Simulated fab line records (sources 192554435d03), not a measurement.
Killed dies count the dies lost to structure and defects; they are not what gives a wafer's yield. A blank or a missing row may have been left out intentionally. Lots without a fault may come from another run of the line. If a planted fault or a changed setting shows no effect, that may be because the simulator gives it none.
Split-lot trial -- flow n5Finfet -- on a route of 1938 steps: 7 lots, 39 wafers read

ON THE SPLIT
At N5_BEOL_M9_ILD_DEP_00 (deposits SiCOH lowk from DEMS/porogen, target thk 308.51 nm, time 58 s), the setting timeS was moved away from the recipe's 58 s on 15 of the 39 wafers read, by -46.0% to +57.3%. For the rest of the wafers, this setting stayed at what the recipe calls for.

THE PATH FROM SPLIT TO READING: the file shows 1 step between them
- N5_BEOL_M9_CURE_71: cures SiCOH lowk, time 240 s

THE READING
M9_ILD_THK at N5_BEOL_M9_THK_MEAS_01, in nm. Typical for fault-free wafers on this fab line: 267 nm, with standard deviation 3.7 nm.

wafer,"tool, chamber at the split","timeS as run, s",against the recipe,"M9_ILD_THK, nm",against lot-mates on the recipe
L079.1,"pecvd-01, 0",58,recipe,262,-
L079.2,"pecvd-01, 1",91.25,+57.3%,414,+152
L079.3,"pecvd-01, 2",58,recipe,261,-
L079.4,"pecvd-01, 2",58,recipe,263,-
L079.5,"pecvd-01, 1",91.25,+57.3%,421,+159
L079.6,"pecvd-01, 0",91.25,+57.3%,422,+160
L078.1,"pecvd-04, 2",58,recipe,262,-
L078.4,"pecvd-04, 0",58,recipe,271,-
L078.5,"pecvd-04, 1",58,recipe,270,-
L080.1,"pecvd-01, 0",58,recipe,263,-
L080.2,"pecvd-01, 1",58,recipe,258,-
L080.3,"pecvd-01, 2",36.61,-36.9%,163,-98
L080.4,"pecvd-01, 1",58,recipe,263,-
L080.5,"pecvd-01, 0",36.61,-36.9%,164,-97
L080.6,"pecvd-01, 2",36.61,-36.9%,166,-95
L085.1,"pecvd-01, 0",58,recipe,265,-
L085.2,"pecvd-01, 1",58,recipe,265,-
L085.3,"pecvd-01, 2",58,recipe,264,-
L085.4,"pecvd-01, 1",58,recipe,265,-
L085.5,"pecvd-01, 0",58,recipe,266,-
L085.6,"pecvd-01, 2",58,recipe,269,-
L090.1,"pecvd-04, 1",58,recipe,266,-
L090.2,"pecvd-04, 0",46.56,-19.7%,214,-53
L090.3,"pecvd-04, 2",58,recipe,263,-
L090.4,"pecvd-04, 1",46.56,-19.7%,214,-53
L090.5,"pecvd-04, 0",58,recipe,273,-
L090.6,"pecvd-04, 2",46.56,-19.7%,216,-51
L094.1,"pecvd-01, 0",31.34,-46.0%,140,-127
L094.2,"pecvd-01, 1",58,recipe,263,-
L094.3,"pecvd-01, 2",58,recipe,266,-
L094.4,"pecvd-01, 1",31.34,-46.0%,148,-119
L094.5,"pecvd-01, 0",31.34,-46.0%,144,-123
L094.6,"pecvd-01, 2",58,recipe,271,-
L097.1,"pecvd-04, 0",58,recipe,265,-
L097.2,"pecvd-04, 1",38.88,-33.0%,179,-89
L097.3,"pecvd-04, 2",58,recipe,267,-
L097.4,"pecvd-04, 2",38.88,-33.0%,180,-88
L097.5,"pecvd-04, 1",38.88,-33.0%,181,-87
L097.6,"pecvd-04, 0",58,recipe,273,-

THE FIT
A straight line over all 39 wafers: M9_ILD_THK changes by +2.67 nm for each +1% of timeS; r = +1.00; the points scatter about the line by 3.6 nm.
The same after taking each lot's own level away (the mean of its wafers on the recipe; 39 wafers): +2.7 nm for each +1%; r = +1.00; scatter 2.9 nm.
According to that fit, moving timeS by its largest amount changes the reading by 1.5e+02 nm.
The span of the lots' own levels, 261.3 to 268.3 nm, comes to 1.9 times the standard deviation stated above.
The two slopes agree, so the slope changes little with the lot-to-lot level.
Check: for one of the wafers moved furthest among these (+57.3%), held out of the fit, the line's prediction against its lot-mates is +156 nm. It came out at +152 nm against them.

OTHER SPLITS ON THESE WAFERS
These wafers also went through other splits before the reading. Each is held against what the fit with the lots' levels taken away leaves over:
other split on the same wafers,wafers away from the commonest value,r with M9_ILD_THK (lot level and that fit taken away)
N5_FIN_SAQP_ETCH_65 timeS,15,-0.12
N5_MOL_CONTACT_COAG_ALD_27 timeS,9,-0.05
N5_BEOL_M2_DESCUM_33 timeS,6,-0.03

THE WHOLE CHAIN: every reading that the file lists as answering this split, in the file's order
step,what it does,reading,change (the file's fit),r (the file's)
N5_BEOL_M9_ILD_DEP_00,"deposits SiCOH lowk from DEMS/porogen, target thk 308.51 nm, time 58 s","SiCOH_lowk_of_BEOL_M9_ILD_DEP_00.thkNm (the simulator's own value, which no gauge read)",+3.04 nm for each +1% of the setting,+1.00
N5_BEOL_M9_CURE_71,"cures SiCOH lowk, time 240 s","SiCOH_lowk_of_BEOL_M9_ILD_DEP_00.thkNm (the simulator's own value, which no gauge read)",+2.69 nm for each +1% of the setting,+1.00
N5_BEOL_M9_THK_MEAS_01,,M9_ILD_THK,+2.69 for each +1% of the setting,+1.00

FILE'S OWN FIT
M9_ILD_THK changes by +2.69 nm for each +1% of timeS, r = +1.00.
